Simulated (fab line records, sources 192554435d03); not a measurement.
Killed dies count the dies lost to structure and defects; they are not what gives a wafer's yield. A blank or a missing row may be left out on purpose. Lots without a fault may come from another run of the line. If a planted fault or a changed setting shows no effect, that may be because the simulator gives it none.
Matching of chambers ; flow n5_finfet ; N5_BEOL_M5_STRIP_19 on rie_diel-02 has 4 sister chambers
The step strips in O2. 4 wafers are shown with their chamber, then 8 later ones without.

== EACH WAFER AND ITS CHAMBER ==
wafer;chamber;showerhead_plenum_p_Torr (Torr)
L085.5;2;2.06
L086.1;1;2.17
L086.3;3;2.00
L093.1;0;2.08

== WAFERS WITHOUT THEIR CHAMBER ==
wafer;showerhead_plenum_p_Torr (Torr)
L093.3;2.06
L093.5;2.16
L094.1;2.16
L094.2;2.08
L094.5;2.16
L097.2;1.99
L097.3;2.08
L097.6;2.08

== WHICH CHAMBER EACH ONE RAN IN ==
wafer;from the rows above;in truth
L093.3;2;2
L093.5;1;1
L094.1;1;1
L094.2;0;0
L094.5;1;1
L097.2;3;3
L097.3;0;0
L097.6;0;0
Placed correctly: 8 of 8. Can't be placed from these rows: 0. Placed wrongly: 0.
How it was worked out, from the rows above alone: a wafer's distance from a chamber is the root of the sum, over the readings, of the square of ((its reading less the chamber's mean) divided by the reading's scatter). If the next closest chamber is less than 2 further off than the closest, the wafer can't be placed; otherwise it belongs to the closest. A chamber's mean is the mean of its shown wafers. The scatter (one wafer shown for each chamber): square how far every hidden wafer sits from the nearest shown wafer, average those squares and take the square root.
